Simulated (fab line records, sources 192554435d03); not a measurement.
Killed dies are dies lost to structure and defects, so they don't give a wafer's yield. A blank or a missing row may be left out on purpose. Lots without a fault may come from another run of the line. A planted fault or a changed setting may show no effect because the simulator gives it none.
Which tool did it? | flow n5_finfet | 10 lots, 29 wafers sampled, at 4 steps of a route of 1938

WHAT THE GAUGES READ, wafer by wafer
N5_BEOL_M11_OCD_MEAS_38.
lot  | measured     | on     | trench_depth_nm (nm)
L852 | day 10 19:32 | ocd-02 | 143.8 148.4
L855 | day 11 11:19 | ocd-02 | 151.6 153.7 150.4
L854 | day 11 19:59 | ocd-01 | 154.7 151.5 151.6
L857 | day 12 10:52 | ocd-02 | 150.6 145.3 149.7
L861 | day 13 07:21 | ocd-02 | 149.6 153.4 154.6
L865 | day 13 20:59 | ocd-02 | 147.8 147.8 147.3
L868 | day 14 18:18 | ocd-02 | 144.6 148.4 145.9
L871 | day 15 10:20 | ocd-02 | 144.8 152.3 150.3
L870 | day 15 13:29 | ocd-01 | 150.4 146.7 149.8
L874 | day 16 01:35 | ocd-02 | 145.9 152.7 147.8

WHICH TOOL RAN EACH LOT (tool, then ch and the chambers of the sampled wafers, then the start)
lot  | N5_BEOL_M11_DESCUM_16              | N5_BEOL_M11_VIA_ETCH_34            | N5_BEOL_M11_TRENCH_ETCH_37
L852 | rie_diel-05 ch 0,1, day 10 14:58   | rie_diel-05 ch 0,2, day 10 19:14   | rie_diel-05 ch 0,2, day 10 19:32 or earlier
L855 | rie_diel-03 ch 2,3, day 11 09:18   | rie_diel-03 ch 0,1, day 11 11:02   | rie_diel-03 ch 0,1, day 11 11:19 or earlier
L854 | rie_diel-02 ch 0,3, day 11 18:29   | rie_diel-03 ch 0,1,3, day 11 19:42 | rie_diel-03 ch 0,1,3, day 11 19:59 or earlier
L857 | rie_diel-02 ch 0,1,3, day 12 06:19 | rie_diel-05 ch 1,2,3, day 12 10:37 | rie_diel-05 ch 1,2,3, day 12 10:52 or earlier
L861 | rie_diel-02 ch 1,2,3, day 13 05:54 | rie_diel-03 ch 1,3, day 13 07:04   | rie_diel-03 ch 1,3, day 13 07:21 or earlier
L865 | rie_diel-05 ch 0,3, day 13 18:38   | rie_diel-03 ch 0,3, day 13 20:42   | rie_diel-03 ch 0,3, day 13 20:59 or earlier
L868 | rie_diel-05 ch 1,3, day 14 15:41   | rie_diel-02 ch 1,2, day 14 18:01   | rie_diel-02 ch 1,2, day 14 18:18 or earlier
L871 | rie_diel-03 ch 1,2,3, day 15 08:56 | rie_diel-05 ch 0,1,3, day 15 10:02 | rie_diel-05 ch 0,1,3, day 15 10:20 or earlier
L870 | rie_diel-03 ch 0,2,3, day 15 11:10 | rie_diel-05 ch 1,3, day 15 13:11   | rie_diel-05 ch 1,3, day 15 13:29 or earlier
L874 | rie_diel-03 ch 0,2,3, day 16 00:07 | rie_diel-02 ch 0,1, day 16 01:17   | rie_diel-02 ch 0,1, day 16 01:35 or earlier
- N5_BEOL_M11_DESCUM_16: chemistry O2, time 7.9 s.
- N5_BEOL_M11_VIA_ETCH_34: etches SiCOH lowk in C4F6/O2, target depth 184.5 nm, time 69.2 s.
- N5_BEOL_M11_TRENCH_ETCH_37: etches SiCOH lowk in C4F6/O2, target depth 148.83 nm, time 48 s.

THE ANSWER, worked out from the rows above alone
Rule: what is usual is taken from the lots themselves. Put in order of their means at a reading, lots are off if they are a third of the lots or fewer, leave a main group of 4 or more, and stand apart from it by a gap of 3 or more times the standard deviation of the main group's means; of several such gaps the widest counts. A main group whose means are all the same, to the digits that the tables above print for the reading, isn't used. A lot without any number at a reading at which 4 lots or more have one is off too. The other lots that the step has rows for count as sound.
No lot is off at any reading shown: from this, nothing can be told.

WHAT THE SIMULATOR HAD PUT IN
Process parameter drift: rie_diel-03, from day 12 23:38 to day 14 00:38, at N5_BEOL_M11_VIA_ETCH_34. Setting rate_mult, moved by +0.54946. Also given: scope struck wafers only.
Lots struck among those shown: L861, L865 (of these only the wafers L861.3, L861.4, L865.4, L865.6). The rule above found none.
